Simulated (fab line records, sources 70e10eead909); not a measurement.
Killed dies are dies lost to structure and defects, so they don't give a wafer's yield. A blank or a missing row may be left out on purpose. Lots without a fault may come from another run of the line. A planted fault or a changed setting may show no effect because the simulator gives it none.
Which tool did it? | flow nand_harc | 24 lots, 72 wafers sampled, at 6 steps of a route of 1302

WHAT THE GAUGES READ, wafer by wafer
NHARC_A_CONTACT_OVL_MEAS_09. Usual: overlay_x_nm 0.1 nm, standard deviation 0.69; overlay_y_nm -0.1 nm, standard deviation 0.7.
lot  | measured     | on         | overlay_x_nm (nm) | overlay_y_nm (nm) | flag
L075 | day 22 07:20 | overlay-02 | -0.6 -1.1 -1.1    | 0.1 -0.4 0.5      |
L074 | day 22 11:14 | overlay-01 | 0.4 0.6 0.3       | 0.8 1.1 1.5       |
L076 | day 22 23:04 | overlay-02 | 1.1 1.2 0.4       | -0.3 -0.5 -0.5    |
L077 | day 23 12:34 | overlay-01 | 1.5 0.9 1.3       | 0.3 0.2 0.6       |
L078 | day 23 14:58 | overlay-02 | -0.2 0.1 -0.3     | 0.3 -0.1 0.1      |
L079 | day 24 02:10 | overlay-01 | -0.4 -0.6 0.2     | -0.4 -0.1 -0.2    |
L080 | day 24 13:22 | overlay-02 | 0.3 0.1 -0.3      | -0.2 0.9 -0.1     |
L081 | day 24 16:55 | overlay-01 | 0.6 -0.1 -0.4     | 0.7 0.6 0.6       |
L082 | day 25 18:49 | overlay-01 | -0.6 -0.6 -0.4    | -1.1 -0.5 -0.9    |
L083 | day 26 03:26 | overlay-01 | -0.2 -0.4 -0.2    | -0.7 0.5 0.3      |
L084 | day 26 09:31 | overlay-01 | 1.5 0.8 1.5       | -1.3 -0.2 -0.3    |
L086 | day 26 16:46 | overlay-02 | -0.2 -0.1 -0.8    | -0.7 0.3 0.8      |
L085 | day 26 17:10 | overlay-01 | -0.4 0.0 -0.1     | -0.8 -1.5 -0.9    |
L087 | day 27 23:25 | overlay-02 | -0.2 0.3 0.7      | -0.5 -1.0 -0.5    |
L088 | day 28 01:11 | overlay-01 | 1.2 0.6 0.8       | 1.5 1.5 1.3       |
L089 | day 29 13:58 | overlay-01 | 1.6 1.5 1.1       | 0.0 0.1 0.0       |
L090 | day 29 15:10 | overlay-02 | -0.3 0.6 -0.1     | -0.7 -0.6 -0.9    |
L091 | day 30 02:59 | overlay-02 | 0.8 0.2 0.8       | -0.7 -0.6 -0.6    |
L092 | day 30 06:52 | overlay-02 | 0.1 -0.1 -0.4     | -0.3 0.2 0.0      |
L094 | day 30 08:57 | overlay-02 | 0.0 0.2 -0.2      | -1.0 -1.0 -1.2    |
L093 | day 30 12:22 | overlay-01 | 0.5 0.5 0.2       | 0.2 0.6 0.0       |
L096 | day 31 05:07 | overlay-02 | 0.6 0.3 0.2       | -1.1 -1.3 -0.9    |
L097 | day 31 07:48 | overlay-01 | -0.1 0.1 0.0      | -0.6 -0.2 -0.2    |
L095 | day 31 14:04 | overlay-02 | -0.6 -1.3 -1.1    | 0.0 -0.1 0.0      |

NHARC_A_M1_CD_MEAS_16. Usual: cd_nm 119.4 nm, standard deviation 1.
lot  | measured     | on        | cd_nm (nm)        | flag
L075 | day 22 21:51 | cd_sem-02 | 119.8 119.0 119.6 |
L074 | day 23 02:52 | cd_sem-02 | 121.1 120.2 120.5 |
L076 | day 23 14:02 | cd_sem-02 | 119.9 117.7 119.4 |
L077 | day 24 03:23 | cd_sem-02 | 120.2 119.5 119.6 |
L078 | day 24 05:47 | cd_sem-02 | 119.8 119.7 118.5 |
L079 | day 24 17:02 | cd_sem-02 | 119.9 118.8 120.6 |
L080 | day 25 04:05 | cd_sem-03 | 119.3 118.2 118.8 |
L081 | day 25 08:19 | cd_sem-03 | 119.2 118.6 121.6 |
L082 | day 26 09:54 | cd_sem-01 | 116.8 118.3 118.2 |
L083 | day 26 18:37 | cd_sem-03 | 118.3 117.8 118.7 |
L084 | day 27 00:24 | cd_sem-01 | 119.1 119.4 120.4 |
L086 | day 27 07:55 | cd_sem-03 | 118.2 120.2 119.3 |
L085 | day 27 08:30 | cd_sem-02 | 119.6 118.8 119.3 |
L087 | day 28 14:10 | cd_sem-03 | 119.3 121.1 119.5 |
L088 | day 28 16:46 | cd_sem-01 | 118.3 118.5 119.0 |
L089 | day 30 04:44 | cd_sem-03 | 118.5 118.5 118.1 |
L090 | day 30 06:11 | cd_sem-03 | 119.1 120.5 120.1 |
L091 | day 30 18:17 | cd_sem-03 | 121.0 120.8 119.3 |
L092 | day 30 21:34 | cd_sem-01 | 119.0 118.5 118.9 |
L094 | day 31 00:20 | cd_sem-03 | 120.8 118.5 120.1 |
L093 | day 31 03:52 | cd_sem-03 | 118.8 118.7 120.5 |
L096 | day 31 19:52 | cd_sem-03 | 118.2 119.2 118.7 |
L097 | day 31 22:46 | cd_sem-02 | 120.1 119.9 118.6 |
L095 | day 32 20:47 | cd_sem-02 | 121.1 119.2 120.8 |

WHICH TOOL RAN EACH LOT (tool, then ch and the chambers of the sampled wafers, then the start)
lot  | NHARC_A_CONTACT_DESCUM_13          | NHARC_A_CONTACT_ETCH_30                       | NHARC_A_M0_PVD_20                       | NHARC_A_M0_CMP_23
L075 | rie_diel-02 ch 0,2, day 22 07:26   | rie_diel-02 ch 0,1,3, day 22 19:37 or earlier | pvd_sputter-03, day 22 19:37 or earlier | cmp-01 ch 1,2, day 22 19:37
L074 | rie_diel-03 ch 0,1,2, day 22 11:20 | rie_diel-03 ch 1,3, day 23 00:37 or earlier   | pvd_sputter-01, day 23 00:37 or earlier | cmp-01 ch 0,1, day 23 00:37
L076 | rie_diel-02 ch 0,1,3, day 22 23:11 | rie_diel-02 ch 1,2, day 23 11:33 or earlier   | pvd_sputter-01, day 23 11:33 or earlier | cmp-02 ch 1,3, day 23 11:33
L077 | rie_diel-02 ch 1,2,3, day 23 12:40 | rie_diel-02 ch 0,2,3, day 24 00:58 or earlier | pvd_sputter-03, day 24 00:58 or earlier | cmp-02 ch 1,2,3, day 24 00:58
L078 | rie_diel-02 ch 0,1,2, day 23 15:05 | rie_diel-02 ch 0,2,3, day 24 03:25 or earlier | pvd_sputter-01, day 24 03:25 or earlier | cmp-04 ch 2,3, day 24 03:25
L079 | rie_diel-03 ch 0,1,2, day 24 02:16 | rie_diel-03 ch 0,2,3, day 24 14:41 or earlier | pvd_sputter-01, day 24 14:41 or earlier | cmp-04 ch 0,1,2, day 24 14:41
L080 | rie_diel-13 ch 2,3, day 24 13:28   | rie_diel-13 ch 0,3, day 25 01:40 or earlier   | pvd_sputter-03, day 25 01:40 or earlier | cmp-02 ch 1,3, day 25 01:40
L081 | rie_diel-13 ch 0,2,3, day 24 17:01 | rie_diel-13 ch 0,3, day 25 06:05 or earlier   | pvd_sputter-02, day 25 06:05 or earlier | cmp-04 ch 0,3, day 25 06:05
L082 | rie_diel-02 ch 0,1, day 25 18:55   | rie_diel-02 ch 1,2, day 26 07:33 or earlier   | pvd_sputter-02, day 26 07:33 or earlier | cmp-01 ch 0,3, day 26 07:33
L083 | rie_diel-02 ch 0,1,2, day 26 03:32 | rie_diel-02 ch 1,2,3, day 26 16:16 or earlier | pvd_sputter-01, day 26 16:16 or earlier | cmp-04 ch 0,1,3, day 26 16:16
L084 | rie_diel-13 ch 1,2,3, day 26 09:38 | rie_diel-13 ch 0,1, day 26 22:07 or earlier   | pvd_sputter-03, day 26 22:07 or earlier | cmp-01 ch 1,2,3, day 26 22:07
L086 | rie_diel-02 ch 1,2,3, day 26 16:52 | rie_diel-02 ch 1,2, day 27 05:35 or earlier   | pvd_sputter-01, day 27 05:35 or earlier | cmp-04 ch 0,2, day 27 05:35
L085 | rie_diel-13 ch 1,3, day 26 17:17   | rie_diel-13 ch 1,2, day 27 06:08 or earlier   | pvd_sputter-03, day 27 06:08 or earlier | cmp-04 ch 1,2, day 27 06:08
L087 | rie_diel-03 ch 0,1,2, day 27 23:30 | rie_diel-03 ch 2,3, day 28 11:56 or earlier   | pvd_sputter-02, day 28 11:56 or earlier | cmp-01 ch 0,3, day 28 11:56
L088 | rie_diel-02 ch 1,2,3, day 28 01:17 | rie_diel-02 ch 1,3, day 28 14:22 or earlier   | pvd_sputter-02, day 28 14:22 or earlier | cmp-04 ch 0,1,3, day 28 14:22
L089 | rie_diel-02 ch 0,1,3, day 29 14:06 | rie_diel-02 ch 1,2,3, day 30 02:25 or earlier | pvd_sputter-02, day 30 02:25 or earlier | cmp-02 ch 0,3, day 30 02:25
L090 | rie_diel-13 ch 1,2,3, day 29 15:17 | rie_diel-13 ch 0,2,3, day 30 03:57 or earlier | pvd_sputter-01, day 30 03:57 or earlier | cmp-01 ch 1,2, day 30 03:57
L091 | rie_diel-03 ch 0,1,2, day 30 03:06 | rie_diel-03 ch 2,3, day 30 16:10 or earlier   | pvd_sputter-02, day 30 16:10 or earlier | cmp-01 ch 0,1,2, day 30 16:10
L092 | rie_diel-02 ch 1,3, day 30 07:02   | rie_diel-02 ch 1,2,3, day 30 19:19 or earlier | pvd_sputter-02, day 30 19:19 or earlier | cmp-02 ch 0,2, day 30 19:19
L094 | rie_diel-03 ch 0,2, day 30 09:03   | rie_diel-03 ch 2,3, day 30 22:10 or earlier   | pvd_sputter-03, day 30 22:10 or earlier | cmp-01 ch 0,1,3, day 30 22:10
L093 | rie_diel-03 ch 1,2,3, day 30 12:32 | rie_diel-03 ch 0,1,2, day 31 01:31 or earlier | pvd_sputter-03, day 31 01:31 or earlier | cmp-01 ch 2,3, day 31 01:31
L096 | rie_diel-13 ch 0,2,3, day 31 05:13 | rie_diel-13 ch 2,3, day 31 17:32 or earlier   | pvd_sputter-02, day 31 17:32 or earlier | cmp-01 ch 1,3, day 31 17:32
L097 | rie_diel-03 ch 0,1,3, day 31 07:54 | rie_diel-03 ch 0,1,2, day 31 20:22 or earlier | pvd_sputter-01, day 31 20:22 or earlier | cmp-01 ch 0,1,2, day 31 20:22
L095 | rie_diel-02 ch 0,2,3, day 31 14:10 | rie_diel-02 ch 0,2, day 32 11:41 or earlier   | pvd_sputter-01, day 32 11:41 or earlier | cmp-04 ch 0,3, day 32 11:41
- NHARC_A_CONTACT_DESCUM_13: chemistry O2, time 3 s.
- NHARC_A_CONTACT_ETCH_30: etches the open film in CF4/CHF3, target depth 72.6 nm, time 36.3 s.
- NHARC_A_M0_PVD_20: deposits TaN, target thk 5 nm, time 8.06 s.
- NHARC_A_M0_CMP_23: polishes, t overpolish 20 s, target thk 113.75 nm.

WHAT THE TOOLS THEMSELVES READ (means of the sampled wafers that have a number; where no wafer has one, the mark that the record gives instead)
NHARC_A_CONTACT_DESCUM_13. Usual: drypump_motor_current_A 5.8 A, standard deviation 0.39; oes_product_au 0.998 a.u., standard deviation 0.013; rf_vpp_V 57.8 V, standard deviation 0.93; showerhead_plenum_p_Torr 1.93 Torr, standard deviation 0.089; throttle_valve_pct 11.312 %, standard deviation 0.0088.
lot  | tool        | drypump_motor_current_A (A) | oes_product_au (a.u.) | rf_vpp_V (V) | showerhead_plenum_p_Torr (Torr) | throttle_valve_pct (%) | flag
L075 | rie_diel-02 | 5.8                         | 0.997                 | 58.2         | 1.88                            | 11.316                 |
L074 | rie_diel-03 | 6.1                         | 1.015                 | 57.2         | 1.92                            | 11.318                 |
L076 | rie_diel-02 | 5.4                         | 0.998                 | 57.4         | 1.96                            | 11.316                 |
L077 | rie_diel-02 | 5.5                         | 1.011                 | 57.8         | 1.91                            | 11.310                 |
L078 | rie_diel-02 | 5.5                         | 0.997                 | 58.0         | 1.90                            | 11.324                 |
L079 | rie_diel-03 | 6.1                         | 0.998                 | 58.2         | 1.91                            | 11.315                 |
L080 | rie_diel-13 | 5.9                         | 0.998                 | 56.9         | 2.01                            | 11.307                 |
L081 | rie_diel-13 | 6.1                         | 0.999                 | 57.8         | 1.97                            | 11.307                 |
L082 | rie_diel-02 | 5.3                         | 0.996                 | 57.5         | 1.92                            | 11.311                 |
L083 | rie_diel-02 | 5.5                         | 0.994                 | 57.8         | 1.90                            | 11.306                 |
L084 | rie_diel-13 | 6.2                         | 0.992                 | 58.2         | 2.00                            | 11.311                 |
L086 | rie_diel-02 | 5.5                         | 0.999                 | 57.6         | 1.91                            | 11.314                 |
L085 | rie_diel-13 | 5.9                         | 0.993                 | 57.3         | 2.06                            | 11.309                 |
L087 | rie_diel-03 | 6.1                         | 0.996                 | 58.2         | 1.90                            | 11.315                 |
L088 | rie_diel-02 | 5.5                         | 1.002                 | 55.8         | 1.91                            | 11.319                 |
L089 | rie_diel-02 | 5.4                         | 0.990                 | 58.3         | 1.95                            | 11.315                 |
L090 | rie_diel-13 | 6.1                         | 1.000                 | 58.0         | 1.99                            | 11.317                 |
L091 | rie_diel-03 | 6.1                         | 1.001                 | 57.6         | 1.89                            | 11.309                 |
L092 | rie_diel-02 | 5.3                         | 1.008                 | 58.1         | 1.93                            | 11.308                 |
L094 | rie_diel-03 | 6.1                         | 0.998                 | 57.2         | 1.80                            | 11.307                 |
L093 | rie_diel-03 | 6.0                         | 0.991                 | 57.9         | 1.94                            | 11.320                 |
L096 | rie_diel-13 | 6.1                         | 1.014                 | 58.2         | 1.95                            | 11.310                 |
L097 | rie_diel-03 | 6.1                         | 0.995                 | 57.2         | 1.95                            | 11.314                 |
L095 | rie_diel-02 | 5.6                         | 0.986                 | 58.2         | 1.93                            | 11.308                 |

NHARC_A_CONTACT_ETCH_30. Usual: drypump_motor_current_A 5.8 A, standard deviation 0.38; oes_product_au 0.934 a.u., standard deviation 0.021; rf_vpp_V 371.2 V, standard deviation 2.5; showerhead_plenum_p_Torr 1.59 Torr, standard deviation 0.07; throttle_valve_pct 16.802 %, standard deviation 0.0088.
lot  | tool        | drypump_motor_current_A (A) | oes_product_au (a.u.) | rf_vpp_V (V) | showerhead_plenum_p_Torr (Torr) | throttle_valve_pct (%) | flag
L075 | rie_diel-02 | 5.4                         | 0.929                 | 373.5        | 1.61                            | 16.803                 |
L074 | rie_diel-03 | 6.0                         | 0.966                 | 373.7        | 1.67                            | 16.808                 |
L076 | rie_diel-02 | 5.7                         | 0.932                 | 369.0        | 1.53                            | 16.796                 |
L077 | rie_diel-02 | 5.6                         | 0.928                 | 370.5        | 1.59                            | 16.798                 |
L078 | rie_diel-02 | 5.7                         | 0.931                 | 370.0        | 1.59                            | 16.794                 |
L079 | rie_diel-03 | 6.0                         | 0.922                 | 370.3        | 1.55                            | 16.794                 |
L080 | rie_diel-13 | 5.8                         | 0.922                 | 372.3        | 1.67                            | 16.801                 |
L081 | rie_diel-13 | 6.1                         | 0.937                 | 372.5        | 1.63                            | 16.800                 |
L082 | rie_diel-02 | 5.6                         | 0.924                 | 369.0        | 1.52                            | 16.800                 |
L083 | rie_diel-02 | 5.5                         | 0.925                 | 370.5        | 1.57                            | 16.791                 |
L084 | rie_diel-13 | 6.3                         | 0.939                 | 372.8        | 1.63                            | 16.812                 |
L086 | rie_diel-02 | 5.7                         | 0.913                 | 368.4        | 1.52                            | 16.804                 |
L085 | rie_diel-13 | 6.4                         | 0.922                 | 373.4        | 1.64                            | 16.802                 |
L087 | rie_diel-03 | 5.9                         | 0.969                 | 370.8        | 1.58                            | 16.813                 |
L088 | rie_diel-02 | 5.3                         | 0.974                 | 370.9        | 1.59                            | 16.799                 |
L089 | rie_diel-02 | 5.5                         | 0.927                 | 370.4        | 1.57                            | 16.801                 |
L090 | rie_diel-13 | 6.1                         | 0.929                 | 371.9        | 1.60                            | 16.805                 |
L091 | rie_diel-03 | 5.9                         | 0.927                 | 370.7        | 1.58                            | 16.807                 |
L092 | rie_diel-02 | 5.5                         | 0.926                 | 370.3        | 1.57                            | 16.810                 |
L094 | rie_diel-03 | 6.0                         | 0.926                 | 369.2        | 1.53                            | 16.807                 |
L093 | rie_diel-03 | 6.1                         | 0.919                 | 369.9        | 1.56                            | 16.806                 |
L096 | rie_diel-13 | 6.2                         | 0.975                 | 371.6        | 1.59                            | 16.806                 |
L097 | rie_diel-03 | 6.1                         | 0.971                 | 371.1        | 1.56                            | 16.802                 |
L095 | rie_diel-02 | 5.6                         | 0.908                 | 371.1        | 1.57                            | 16.796                 |

NHARC_A_M0_PVD_20. Usual: bias_v 168.6 V, standard deviation 1.7; throttle_valve_pct 29.9 %, standard deviation 0.74.
lot  | tool           | bias_v (V) | throttle_valve_pct (%) | flag
L075 | pvd_sputter-03 | 167.7      | 30.6                   |
L074 | pvd_sputter-01 | 166.7      | 28.9                   |
L076 | pvd_sputter-01 | 168.8      | 29.5                   |
L077 | pvd_sputter-03 | 168.5      | 30.6                   |
L078 | pvd_sputter-01 | 168.8      | 29.0                   |
L079 | pvd_sputter-01 | 169.7      | 29.0                   |
L080 | pvd_sputter-03 | 169.5      | 30.2                   |
L081 | pvd_sputter-02 | 168.4      | 30.9                   |
L082 | pvd_sputter-02 | 167.5      | 30.5                   |
L083 | pvd_sputter-01 | 169.9      | 28.9                   |
L084 | pvd_sputter-03 | 168.6      | 30.2                   |
L086 | pvd_sputter-01 | 169.7      | 29.8                   |
L085 | pvd_sputter-03 | 170.0      | 30.5                   |
L087 | pvd_sputter-02 | 170.1      | 30.1                   |
L088 | pvd_sputter-02 | 167.4      | 30.2                   |
L089 | pvd_sputter-02 | 169.1      | 30.1                   |
L090 | pvd_sputter-01 | 167.6      | 28.9                   |
L091 | pvd_sputter-02 | 169.3      | 30.0                   |
L092 | pvd_sputter-02 | 169.1      | 29.8                   |
L094 | pvd_sputter-03 | 167.4      | 30.6                   |
L093 | pvd_sputter-03 | 167.4      | 30.6                   |
L096 | pvd_sputter-02 | 169.9      | 30.0                   |
L097 | pvd_sputter-01 | 169.4      | 29.5                   |
L095 | pvd_sputter-01 | 167.1      | 29.4                   |

NHARC_A_M0_CMP_23. Usual: motor_current_A 12.0 A, standard deviation 1.3; pad_life_wafers 174, standard deviation 86; time_to_endpoint_s 29 s, standard deviation 4.5.
lot  | tool   | motor_current_A (A) | pad_life_wafers | time_to_endpoint_s (s) | flag
L075 | cmp-01 | 10.5                | 120             | 29                     |
L074 | cmp-01 | 11.1                | 158             | 32                     |
L076 | cmp-02 | 12.8                | 38              | 22                     |
L077 | cmp-02 | 12.6                | 92              | 22                     |
L078 | cmp-04 | 11.2                | 222             | 24                     |
L079 | cmp-04 | 11.1                | 259             | 29                     |
L080 | cmp-02 | 12.6                | 194             | 22                     |
L081 | cmp-04 | 12.6                | 318             | 27                     |
L082 | cmp-01 | 13.0                | 84              | 31                     |
L083 | cmp-04 | 12.4                | 37              | 27                     |
L084 | cmp-01 | 11.9                | 141             | 30                     |
L086 | cmp-04 | 10.8                | 116             | 24                     |
L085 | cmp-04 | 11.0                | 120             | 27                     |
L087 | cmp-01 | 13.3                | 300             | 32                     |
L088 | cmp-04 | 11.8                | 248             | 27                     |
L089 | cmp-02 | 11.6                | 247             | 30                     |
L090 | cmp-01 | 10.4                | 44              | 36                     |
L091 | cmp-01 | 11.8                | 117             | 36                     |
L092 | cmp-02 | 11.5                | 337             | 30                     |
L094 | cmp-01 | 12.4                | 152             | 36                     |
L093 | cmp-01 | 12.4                | 169             | 34                     |
L096 | cmp-01 | 11.8                | 218             | 33                     |
L097 | cmp-01 | 11.8                | 224             | 33                     |
L095 | cmp-04 | 12.7                | 228             | 26                     |

THE ANSWER, worked out from the rows above alone
Rule: a lot is off if the mean of its wafers that have a number lies more than 3 standard deviations from the usual mean. A lot without any number at a reading at which 4 lots or more have one is off too. The other lots that the step has rows for count as sound. The gauges are gone through in route order, then the tools' own readings, and for those a lot's mean is taken as printed above. The first step at which some lot is off is used, and at that step the reading that is off furthest; a lot without a number counts as furthest.
No lot is off at any reading shown: from this, nothing can be told.

WHAT THE SIMULATOR HAD PUT IN
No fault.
